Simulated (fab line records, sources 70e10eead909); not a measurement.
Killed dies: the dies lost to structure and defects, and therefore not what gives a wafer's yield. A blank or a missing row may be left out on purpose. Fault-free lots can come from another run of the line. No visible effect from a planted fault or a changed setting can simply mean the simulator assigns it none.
fab line records | flow nandHarc
[record] lots = 13 | wafers = 37 | lastDay = 33
route steps=1302 shown A_CONTACT@1010 END@1302
lots that met no fault: taken from a fault-free run of the same line
startH: hours from the record's first day to the start of the lot's first wafer shown | waitH: time in hours since the lot's previous step | " identical to the entry in the row above | L1.1+2: one row covering several wafers at once | - either no value or no given start | * or withheld: withheld | < > ~ a bound
route shown NAME@n: names a module that has steps shown in the file, with the first one's number in the route | usual: mean and standard deviation over wafers with no fault | same: alike in all rows | chamber/n: place in a boat | sites: the reading at each site | _std_site: standard deviation across them | _edge_site: the outer-site mean with the inner-site mean subtracted | radiusMm: for every site, how far away it sits from the centre of the wafer | mask NAME#n: copy n | behind: the most recent tool/chamber to have shaped the wafer | hold: the reason the lot was held/the length of the hold in hours/how it ended | device: whichever transistor did not switch (one of n, p or np) | end of line: at the end of the route, the tests of the same wafers | where a step has no rows: the recipe by itself | killed: the dies lost at the first sort to structure and to defects; this is not the yield of the wafer | map: a wafer's dies, x killed, . not, _ none there
set.NAME: setting as actually run; set.NAME@STEP: the setting as run at that earlier step | model.NAME: the simulator's own value behind a step, which no gauge read
steps of the route over a sample of lots; a table a step, a row a wafer
services: a tool's chamber out of use, with start hour (startH, from the record's first day; less than 0 if before it), hours out, and reason
[[steps]]
[step NHARC_A_CONTACT_ETCH_116]
[recipe] sourceW = withheld | pressureMtorr = 20 | biasV = 3000 | timeS = 190 | targetDepthA = 18500 | arFlowSccm = withheld | c4f8FlowSccm = withheld | o2FlowSccm = withheld | chemistry = C4F8/O2/Ar
lot.wafer | tool          | chamber | startH | waitH | rfHoursCounterH
L159.4    | harCapEtch-03 | 0       | 500.55 | 0.1   | -
L159.6    | "             | 0       | "      | "     | -
L159.5    | "             | 1       | "      | "     | -
L163.4    | harCapEtch-02 | 0       | 528.17 | 0.1   | -
L163.3    | "             | 1       | "      | "     | -
L163.5    | "             | 0       | "      | "     | -
L164.2    | harCapEtch-01 | 1       | 537.93 | 0.1   | 6
L164.4    | "             | 0       | "      | "     | -
L164.5    | "             | 0       | "      | "     | -
L165.2    | harCapEtch-03 | 0       | 538.77 | 0.1   | 47
L165.1    | "             | 1       | "      | "     | 47
L165.3    | "             | 0       | "      | "     | -
L167.4    | harCapEtch-02 | 1       | 568.55 | 0.1   | -
L167.3    | "             | 0       | "      | "     | -
L167.5    | "             | 1       | "      | "     | -
L170.2    | harCapEtch-03 | 1       | 591.10 | 0.1   | 57
L170.5    | "             | 0       | "      | "     | -
L170.6    | "             | 1       | "      | "     | -
L169.2    | harCapEtch-02 | 0       | 591.25 | 0.2   | 102
L169.4    | "             | 1       | "      | "     | -
L169.6    | "             | 0       | "      | "     | -
L171.2    | harCapEtch-03 | 1       | 612.96 | 0.1   | 62
L171.1    | "             | 0       | "      | "     | 62
L171.4    | "             | 0       | "      | "     | -
L172.6    | harCapEtch-02 | 0       | 622.32 | 0.1   | -
L172.5    | "             | 1       | "      | "     | -
L175.4    | harCapEtch-02 | 1       | 645.97 | 0.1   | -
L175.6    | "             | 0       | "      | "     | -
L179.1    | harCapEtch-02 | 0       | 688.72 | 0.1   | 121
L179.2    | "             | 1       | "      | "     | 121
L179.3    | "             | 1       | "      | "     | -
L180.1    | harCapEtch-03 | 0       | 701.06 | 0.1   | 77
L180.4    | "             | 1       | "      | "     | -
L180.6    | "             | 1       | "      | "     | -
L182.2    | harCapEtch-02 | 0       | 719.73 | 0.1   | 126
L182.3    | "             | 0       | "      | "     | -
L182.5    | "             | 0       | "      | "     | -
[step NHARC_A_CONTACT_ETCH_123]
[recipe] sourceW = withheld | pressureMtorr = 20 | biasV = 400 | timeS = 490 | targetDepthA = 21100 | arFlowSccm = withheld | c4f8FlowSccm = 11.5 | o2FlowSccm = 7.2 | chemistry = C4F8/O2/Ar
lot.wafer | tool          | chamber | startH | waitH | rfHoursCounterH
L159.4    | harCapEtch-03 | 0       | 501.86 | 0.3   | -
L159.6    | "             | 0       | "      | "     | -
L159.5    | "             | 1       | "      | "     | -
L163.4    | harCapEtch-02 | 0       | 529.48 | 0.3   | -
L163.3    | "             | 1       | "      | "     | -
L163.5    | "             | 0       | "      | "     | -
L164.2    | harCapEtch-01 | 1       | 539.18 | 0.2   | 7
L164.4    | "             | 0       | "      | "     | -
L164.5    | "             | 0       | "      | "     | -
L165.2    | harCapEtch-03 | 0       | 539.97 | 0.1   | 48
L165.1    | "             | 1       | "      | "     | 48
L165.3    | "             | 0       | "      | "     | -
L167.4    | harCapEtch-02 | 1       | 569.86 | 0.3   | -
L167.3    | "             | 0       | "      | "     | -
L167.5    | "             | 1       | "      | "     | -
L170.2    | harCapEtch-03 | 1       | 592.36 | 0.2   | 58
L170.5    | "             | 0       | "      | "     | -
L170.6    | "             | 1       | "      | "     | -
L169.2    | harCapEtch-02 | 0       | 592.79 | 0.1   | 103
L169.4    | "             | 1       | "      | "     | -
L169.6    | "             | 0       | "      | "     | -
L171.2    | harCapEtch-03 | 1       | 614.16 | 0.1   | 63
L171.1    | "             | 0       | "      | "     | 63
L171.4    | "             | 0       | "      | "     | -
L172.6    | harCapEtch-02 | 0       | 623.74 | 0.4   | -
L172.5    | "             | 1       | "      | "     | -
L175.4    | harCapEtch-02 | 1       | 647.33 | 0.3   | -
L175.6    | "             | 0       | "      | "     | -
L179.1    | harCapEtch-02 | 0       | 689.92 | 0.1   | 122
L179.2    | "             | 1       | "      | "     | 122
L179.3    | "             | 1       | "      | "     | -
L180.1    | harCapEtch-03 | 0       | 702.26 | 0.1   | 78
L180.4    | "             | 1       | "      | "     | -
L180.6    | "             | 1       | "      | "     | -
L182.2    | harCapEtch-02 | 0       | 720.99 | 0.2   | 127
L182.3    | "             | 0       | "      | "     | -
L182.5    | "             | 0       | "      | "     | -
[step NHARC_A_CONTACT_ETCH_90]
[recipe] targetDepthA = 400 | overEtchFrac = 0.5 | timeS = 85.7 | ionEnergyEv = 120 | ch3fFlowSccm = 50 | o2FlowSccm = 30 | arFlowSccm = 200 | rfW = 500 | biasW = 100 | chemistry = CH3F/O2
[usual] biasW = 100.0/0.31 | drypumpMotorCurrentA = 5.78/0.27 | oesProductAu = 0.96/0.04 | rfFwdPowerW = 496.0/1.8 | rfVppV = 243.6/1.7 | showerheadPlenumPTorr = 2.39/0.1 | throttleValvePct = 20.664/0.0076
lot.wafer | tool       | chamber | startH | waitH | biasW | drypumpMotorCurrentA | oesProductAu | rfFwdPowerW | rfHoursCounterH | rfVppV | showerheadPlenumPTorr | throttleValvePct
L159.4    | rieDiel-10 | 1       | 502.72 | 0.8   | 100.1 | 5.64                 | 0.92         | 498.2       | 11              | 244.3  | 2.53                  | 20.666
L159.6    | "          | 2       | "      | "     | 99.6  | 5.88                 | 0.94         | 498.3       | -               | 241.6  | 2.29                  | 20.666
L159.5    | "          | 3       | "      | "     | 99.6  | 5.82                 | 0.94         | 496.3       | -               | 243.9  | 2.34                  | 20.667
L163.3    | rieDiel-10 | 3       | 530.38 | 0.7   | 99.8  | 5.79                 | 0.99         | 494.4       | 17              | 244.2  | 2.34                  | 20.664
L163.4    | "          | 0       | "      | "     | 99.4  | 5.67                 | 0.99         | 493.9       | 15              | 242.8  | 2.33                  | 20.640
L163.5    | "          | 2       | "      | "     | 99.9  | 5.92                 | 0.98         | 499.2       | -               | 242.1  | 2.28                  | 20.651
L164.2    | rieDiel-10 | 2       | 540.10 | 0.8   | 100.4 | 5.87                 | 0.93         | 498.7       | 20              | 243.4  | 2.28                  | 20.660
L164.4    | "          | 3       | "      | "     | 100.1 | 5.80                 | 0.95         | 497.1       | 20              | 241.9  | 2.34                  | 20.673
L164.5    | "          | 1       | "      | "     | 100.7 | 5.61                 | 0.93         | 498.2       | -               | 244.5  | 2.53                  | 20.652
L165.3    | rieDiel-10 | 1       | 540.95 | 0.7   | 100.3 | 5.62                 | 1.01         | 495.3       | 19              | 244.4  | 2.53                  | 20.674
L165.1    | "          | 2       | "      | "     | 99.6  | 5.90                 | 1.01         | 495.4       | 20              | 241.0  | 2.28                  | 20.666
L165.2    | "          | 0       | "      | "     | 100.4 | 5.61                 | 1.02         | 494.0       | 19              | 242.4  | 2.33                  | 20.669
L167.3    | rieDiel-10 | 0       | 570.69 | 0.7   | 99.7  | 5.63                 | 1.02         | 492.1       | 23              | 242.6  | 2.32                  | 20.673
L167.4    | "          | 1       | "      | "     | 99.1  | 5.62                 | 1.02         | 496.8       | 23              | 244.8  | 2.53                  | 20.663
L167.5    | "          | 2       | "      | "     | 100.0 | 5.88                 | 1.01         | 495.0       | -               | 241.7  | 2.28                  | 20.675
L170.2    | rieDiel-10 | 0       | 593.29 | 0.8   | 100.5 | 5.60                 | 1.01         | 492.8       | 27              | 243.1  | 2.32                  | 20.666
L170.6    | "          | 1       | "      | "     | 100.3 | 5.65                 | 1.01         | 495.9       | -               | 246.7  | 2.53                  | 20.672
L170.5    | "          | 2       | "      | "     | 100.1 | 5.87                 | 1.01         | 495.9       | -               | 241.9  | 2.28                  | 20.661
L169.2    | rieDiel-07 | 3       | 593.77 | 0.9   | 100.0 | 5.86                 | 0.93         | 498.1       | 38              | 247.6  | 2.52                  | 20.666
L169.4    | "          | 1       | "      | "     | 99.6  | 6.05                 | 0.92         | 494.7       | -               | 242.3  | 2.42                  | 20.677
L169.6    | "          | 2       | "      | "     | 100.6 | 5.65                 | 0.94         | 497.3       | -               | 242.1  | 2.29                  | 20.666
L171.4    | rieDiel-01 | 1       | 615.13 | 0.6   | 100.0 | 6.51                 | 0.94         | 498.2       | 16              | 245.7  | 2.37                  | 20.661
L171.1    | "          | 2       | "      | "     | 100.4 | 5.99                 | 0.94         | 496.8       | 14              | 243.1  | 2.35                  | 20.663
L171.2    | "          | 0       | "      | "     | 100.4 | 5.67                 | 0.93         | 496.4       | 18              | 244.1  | 2.43                  | 20.667
L172.6    | rieDiel-10 | 3       | 624.43 | 0.6   | 100.2 | 5.78                 | 0.94         | 495.8       | -               | 243.7  | 2.34                  | 20.658
L172.5    | "          | 0       | "      | "     | 99.6  | 5.63                 | 0.93         | 495.0       | -               | 242.6  | 2.32                  | 20.650
L175.4    | rieDiel-10 | 1       | 648.05 | 0.6   | 99.9  | 5.64                 | 0.92         | 493.0       | 6               | 245.9  | 2.52                  | 20.654
L175.6    | "          | 2       | "      | "     | 100.1 | 5.86                 | 0.92         | 493.1       | -               | 241.7  | 2.28                  | 20.658
L179.1    | rieDiel-10 | 1       | 690.90 | 0.9   | 99.9  | 5.61                 | 0.93         | 493.7       | 16              | 247.1  | 2.52                  | 20.668
L179.2    | "          | 2       | "      | "     | 99.9  | 5.90                 | 0.93         | 494.8       | 16              | 241.4  | 2.28                  | 20.666
L179.3    | "          | 0       | "      | "     | 99.9  | 5.62                 | 0.91         | 493.9       | 17              | 241.7  | 2.32                  | 20.656
L180.1    | rieDiel-10 | 2       | 703.27 | 0.9   | 99.9  | 5.87                 | 0.99         | 496.4       | 18              | 241.8  | 2.27                  | 20.667
L180.4    | "          | 0       | "      | "     | 100.2 | 5.59                 | 0.98         | 495.0       | -               | 242.6  | 2.31                  | 20.653
L180.6    | "          | 1       | "      | "     | 100.3 | 5.60                 | 0.98         | 493.4       | -               | 245.5  | 2.52                  | 20.665
L182.3    | rieDiel-07 | 0       | 721.88 | 0.6   | 100.2 | 5.10                 | 1.00         | 496.6       | 19              | 244.4  | 2.40                  | 20.648
L182.2    | "          | 2       | "      | "     | 99.9  | 5.66                 | 1.00         | 495.3       | 20              | 246.9  | 2.65                  | 20.657
L182.5    | "          | 1       | "      | "     | 100.1 | 5.99                 | 1.01         | 492.4       | -               | 244.1  | 2.40                  | 20.663
[step NHARC_A_CONTACT_ETCH_102]
[recipe] targetDepthA = 1000 | overetchA = 100 | timeS = 55 | ionEnergyEv = 100 | cf4FlowSccm = 80 | o2FlowSccm = 20 | arFlowSccm = 0 | rfW = 300 | biasW = 100 | chemistry = CF4/O2
[usual] biasW = 100.0/0.31 | drypumpMotorCurrentA = 5.79/0.3 | oesProductAu = 1.002/0.011 | rfFwdPowerW = 296.6/1.4 | rfVppV = 197.0/1.3 | showerheadPlenumPTorr = 1.30/0.051 | throttleValvePct = 13.397/0.0087
lot.wafer | tool       | chamber | startH | waitH | biasW | drypumpMotorCurrentA | oesProductAu | rfFwdPowerW | rfHoursCounterH | rfVppV | showerheadPlenumPTorr | throttleValvePct
L159.4    | rieDiel-07 | 3       | 503.32 | 0.1   | 99.9  | 5.84                 | 1.011        | 298.4       | 7               | 198.9  | 1.38                  | 13.386
L159.5    | "          | 0       | "      | "     | 100.3 | 5.11                 | 1.008        | 297.1       | -               | 197.2  | 1.31                  | 13.410
L159.6    | "          | 1       | "      | "     | 100.0 | 5.99                 | 1.000        | 293.9       | -               | 198.2  | 1.32                  | 13.404
L163.3    | rieDiel-10 | 1       | 531.49 | 0.1   | 99.9  | 5.64                 | 1.013        | 296.5       | 16              | 198.2  | 1.37                  | 13.397
L163.4    | "          | 2       | "      | "     | 99.9  | 5.90                 | 1.023        | 298.2       | 17              | 194.9  | 1.24                  | 13.396
L163.5    | "          | 0       | "      | "     | 100.4 | 5.59                 | 1.013        | 294.8       | -               | 196.6  | 1.26                  | 13.401
L164.2    | rieDiel-07 | 1       | 540.71 | 0.2   | 99.8  | 6.03                 | 0.995        | 295.3       | 19              | 199.1  | 1.32                  | 13.404
L164.4    | "          | 3       | "      | "     | 100.6 | 5.85                 | 1.013        | 298.4       | 20              | 196.7  | 1.37                  | 13.396
L164.5    | "          | 0       | "      | "     | 100.0 | 5.14                 | 0.986        | 295.5       | -               | 199.1  | 1.31                  | 13.394
L165.3    | rieDiel-01 | 1       | 541.72 | 0.1   | 100.1 | 6.47                 | 1.004        | 294.7       | 54              | 196.8  | 1.29                  | 13.401
L165.1    | "          | 2       | "      | "     | 100.0 | 5.99                 | 0.993        | 296.9       | 53              | 195.6  | 1.28                  | 13.407
L165.2    | "          | 0       | "      | "     | 100.0 | 5.67                 | 0.999        | 296.3       | 49              | 198.0  | 1.33                  | 13.396
L167.3    | rieDiel-10 | 1       | 571.18 | 0.1   | 99.9  | 5.62                 | 1.001        | 297.1       | 23              | 198.0  | 1.37                  | 13.409
L167.4    | "          | 0       | "      | "     | 99.7  | 5.61                 | 1.004        | 295.4       | 23              | 196.5  | 1.26                  | 13.402
L167.5    | "          | 1       | "      | "     | 99.5  | 5.60                 | 1.003        | 297.4       | -               | 198.3  | 1.37                  | 13.399
L170.2    | rieDiel-10 | 0       | 593.76 | 0.1   | 100.2 | 5.60                 | 1.012        | 295.7       | 27              | 195.5  | 1.26                  | 13.416
L170.6    | "          | 3       | "      | "     | 98.9  | 5.81                 | 1.021        | 298.6       | -               | 196.4  | 1.27                  | 13.392
L170.5    | "          | 0       | "      | "     | 100.0 | 5.58                 | 1.008        | 295.2       | -               | 196.8  | 1.26                  | 13.392
L169.2    | rieDiel-07 | 1       | 594.41 | 0.1   | 100.3 | 6.00                 | 0.994        | 294.0       | 39              | 196.3  | 1.31                  | 13.380
L169.6    | "          | 3       | "      | "     | 99.4  | 5.85                 | 0.991        | 298.7       | -               | 198.3  | 1.37                  | 13.397
L169.4    | "          | 1       | "      | "     | 100.5 | 6.01                 | 0.989        | 293.8       | -               | 197.8  | 1.31                  | 13.393
L171.2    | rieDiel-10 | 2       | 615.64 | 0.0   | 100.2 | 5.86                 | 0.983        | 298.2       | 2               | 195.4  | 1.24                  | 13.400
L171.1    | "          | 0       | "      | "     | 100.4 | 5.67                 | 1.008        | 295.4       | 1               | 195.8  | 1.26                  | 13.390
L171.4    | "          | 1       | "      | "     | 99.9  | 5.59                 | 0.921        | 297.0       | 1               | 198.3  | 1.37                  | 13.400
L172.6    | rieDiel-10 | 0       | 624.90 | 0.1   | 100.3 | 5.57                 | 0.930        | 294.9       | -               | 196.9  | 1.26                  | 13.405
L172.5    | "          | 1       | "      | "     | 99.8  | 5.60                 | 0.998        | 297.5       | -               | 197.6  | 1.37                  | 13.394
L175.4    | rieDiel-10 | 0       | 649.68 | 0.1   | 100.5 | 5.60                 | 0.934        | 294.9       | 8               | 195.5  | 1.26                  | 13.395
L175.6    | "          | 1       | "      | "     | 100.5 | 5.58                 | 0.938        | 296.8       | -               | 198.1  | 1.37                  | 13.414
L179.3    | rieDiel-01 | 2       | 691.41 | 0.1   | 100.0 | 5.97                 | 1.006        | 298.6       | 34              | 197.0  | 1.27                  | 13.383
L179.1    | "          | 3       | "      | "     | 100.5 | 6.46                 | 1.010        | 294.4       | 45              | 198.9  | 1.32                  | 13.409
L179.2    | "          | 1       | "      | "     | 100.2 | 6.46                 | 1.015        | 296.7       | 41              | 195.9  | 1.28                  | 13.393
L180.1    | rieDiel-07 | 1       | 704.52 | 0.1   | 100.4 | 6.03                 | 1.013        | 295.0       | 14              | 197.2  | 1.31                  | 13.406
L180.4    | "          | 2       | "      | "     | 100.6 | 5.65                 | 0.990        | 297.0       | 15              | 201.1  | 1.44                  | 13.394
L180.6    | "          | 1       | "      | "     | 100.5 | 6.04                 | 1.006        | 294.5       | -               | 196.8  | 1.31                  | 13.402
L182.3    | rieDiel-07 | 0       | 722.44 | 0.1   | 100.1 | 5.12                 | 0.989        | 296.8       | 19              | 196.2  | 1.30                  | 13.392
L182.2    | "          | 1       | "      | "     | 100.2 | 5.99                 | 0.992        | 293.8       | 22              | 197.1  | 1.30                  | 13.390
L182.5    | "          | 3       | "      | "     | 99.9  | 5.84                 | 0.999        | 299.4       | -               | 197.9  | 1.36                  | 13.399
[step NHARC_END_SORT_01]
[recipe] tempC = 25
[usual] killedAtArray = 54/21 | killedAtOther = 1.0/1.2 | killedAtPeriphery = 3.6/2.6 | killedDies = 58/20 | killedOpen = 3.3/1.9 | killedShort = 2.6/1.5
[same] grossDies = 677
lot.wafer | tool      | chamber | startH | waitH | killedAtArray | killedAtOther | killedAtPeriphery | killedDies | killedOpen | killedShort
L171.1    | prober-02 | 0       | 687.41 | 2.5   | 20            | 0             | 3                 | 23         | 3          | 0
L171.2    | prober-02 | 0       | 688.22 | 2.8   | 24            | 1             | 8                 | 33         | 2          | 3
L171.4    | prober-02 | 0       | 689.84 | 3.4   | 617           | 0             | 6                 | 623        | 6          | 5
// killed by level:class
L171.1 A_STAIRCASE:chamberFilmFlake=4 A_WL_FILL:chamberFilmFlake=4 A_CHANNEL_HOLE_D1:chamberFilmFlake=3 A_CHANNEL_FILL_D2:chamberFilmFlake=3 P_STI:chamberFilmFlake=2 P_M0:geometricParticle:open=1 A_WL_FILL:geometricParticle:open=1 A_BLC:geometricParticle:open=1
L171.2 P_GATE:chamberFilmFlake=6 A_CHANNEL_HOLE_D1:chamberFilmFlake=6 A_CONTACT:chamberFilmFlake=3 P_STI:chamberFilmFlake=2 A_CHANNEL_HOLE_D2:chamberFilmFlake=2 A_CHANNEL_FILL_D2:chamberFilmFlake=2 A_WL_FILL:chamberFilmFlake=2 A_M1:chamberFilmFlake=2
L171.4 A_CONTACT:areaEtch=595 A_WL_FILL:chamberFilmFlake=5 A_ONON_D2:geometricParticle:short=3 P_GATE:chamberFilmFlake=3 A_CHANNEL_HOLE_D1:chamberFilmFlake=3 A_SLIT:chamberFilmFlake=3 P_CONTACT:geometricParticle:open=2 P_M1:geometricParticle:short=1
[[services]]
tool          | chamber | startH | hours | kind
rieDiel-10    | 0       | 477.96 | -     | clean
rieDiel-10    | 1       | 477.96 | -     | clean
rieDiel-10    | 2       | 477.96 | -     | clean
rieDiel-10    | 3       | 477.96 | -     | clean
harCapEtch-01 | -       | 497.00 | 17.0  | pm
rieDiel-10    | 0       | 502.46 | -     | clean
rieDiel-10    | 1       | 502.46 | -     | clean
rieDiel-10    | 2       | 502.46 | -     | clean
rieDiel-10    | 3       | 502.46 | -     | clean
harCapEtch-02 | -       | 522.58 | 0.5   | repair
rieDiel-10    | 0       | 526.96 | -     | clean
rieDiel-10    | 1       | 526.96 | -     | clean
rieDiel-10    | 2       | 526.96 | -     | clean
rieDiel-10    | 3       | 526.96 | -     | clean
rieDiel-10    | -       | 542.03 | 2.6   | repair
rieDiel-10    | 0       | 551.54 | -     | clean
rieDiel-01    | -       | 562.26 | 9.0   | pm
rieDiel-10    | -       | 596.96 | 9.0   | pm
rieDiel-01    | 2       | 619.29 | 19.1  | repair
rieDiel-07    | -       | 649.89 | 9.0   | pm
harCapEtch-02 | -       | 663.10 | 0.2   | repair
rieDiel-01    | -       | 693.68 | 0.3   | repair
rieDiel-10    | 3       | 702.51 | 7.9   | repair
rieDiel-10    | 0       | 709.55 | 4.3   | repair
[[key]]
[firstSign] step = NHARC_A_CONTACT_ETCH_102 | reading = oesProductAu | direction = down | sigmas = 6.4 | usual = 1.002 | struck = 0.931
[effect] step = NHARC_END_SORT_01 | reading = killedDies | direction = up | sigmas = 28 | usual = 58 | struck = 623
[moreKillsBornAt] NHARC_A_CONTACT_ETCH_102@rieDiel-10 = 595
metAt NHARC_A_CONTACT_ETCH_102
struckLots L171,L172,L175
struckWafers L171.4,L172.6,L175.4,L175.6
laterRowsLeftOut L171.4,L172.6,L175.4,L175.6
sortLeftOut L172.6,L175.4,L175.6
testerLeftOut L171,L172,L175
notActingAt NHARC_A_CONTACT_ETCH_116,NHARC_A_CONTACT_ETCH_123,NHARC_A_CONTACT_ETCH_90
onsetBetween 593.76 615.64
[fault] kind = processParameterDrift | tool = rieDiel-10 | chamber = - | onsetH = 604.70 | steps = NHARC_A_CONTACT_ETCH_102 | channel = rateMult | offset = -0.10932 | shape = step | endH = 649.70 | scope = struckWafersOnly
// testerLeftOut: of these lots the tester's yield and bins aren't shown, on N5 and GAA mostly nor the transistor test; their killed dies are dies lost to structure and defects alone, not to doping, threshold or leakage, so they don't give the yield
// sortLeftOut: the simulated sort isn't trusted on such a fault, so these wafers' sort isn't shown, and their yield isn't known
// laterRowsLeftOut: the simulator's readings of these wafers behind a module that went badly wrong aren't trusted and aren't shown, but for the sort
